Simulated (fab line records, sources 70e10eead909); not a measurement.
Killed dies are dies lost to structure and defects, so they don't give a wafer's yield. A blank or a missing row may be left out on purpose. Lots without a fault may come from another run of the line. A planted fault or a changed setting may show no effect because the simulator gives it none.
Chamber matching | flow nand_harc | NHARC_A_CHANNEL_FILL_D1_STRIP_28 on rie_diel-07: 4 sister chambers
The step strips in O2, time 20 s. 4 wafers are shown with their chamber, then 9 later ones without.

WAFERS WITH THEIR CHAMBER
wafer  | chamber | showerhead_plenum_p_Torr (Torr)
L759.1 | 1       | 3.40
L763.3 | 0       | 3.46
L763.4 | 3       | 3.77
L763.5 | 2       | 3.37

WAFERS WITHOUT THEIR CHAMBER
wafer  | showerhead_plenum_p_Torr (Torr)
L764.2 | 3.76
L764.4 | 3.40
L764.5 | 3.40
L769.1 | 3.46
L769.2 | 3.76
L769.3 | 3.37
L773.4 | 3.37
L773.5 | 3.37
L773.6 | 3.76

WHICH CHAMBER EACH WENT THROUGH
wafer  | from the rows above | in truth
L764.2 | 3                   | 3
L764.4 | 1                   | 1
L764.5 | 1                   | 1
L769.1 | 0                   | 0
L769.2 | 3                   | 3
L769.3 | 2                   | 2
L773.4 | 2                   | 2
L773.5 | 2                   | 2
L773.6 | 3                   | 3
Placed correctly: 9 of 9. Can't be placed from these rows: 0. Placed wrongly: 0.
How it was worked out, from the rows above alone: a wafer's distance from a chamber is the root of the sum, over the readings, of the square of ((its reading less the chamber's mean) divided by the reading's scatter). The wafer belongs to the nearest chamber; if the next one is less than 2 further off, it can't be placed. A chamber's mean is the mean of its shown wafers. The scatter: with one shown wafer a chamber, the root of the mean of the squares of how far each hidden wafer lies from its nearest shown one.
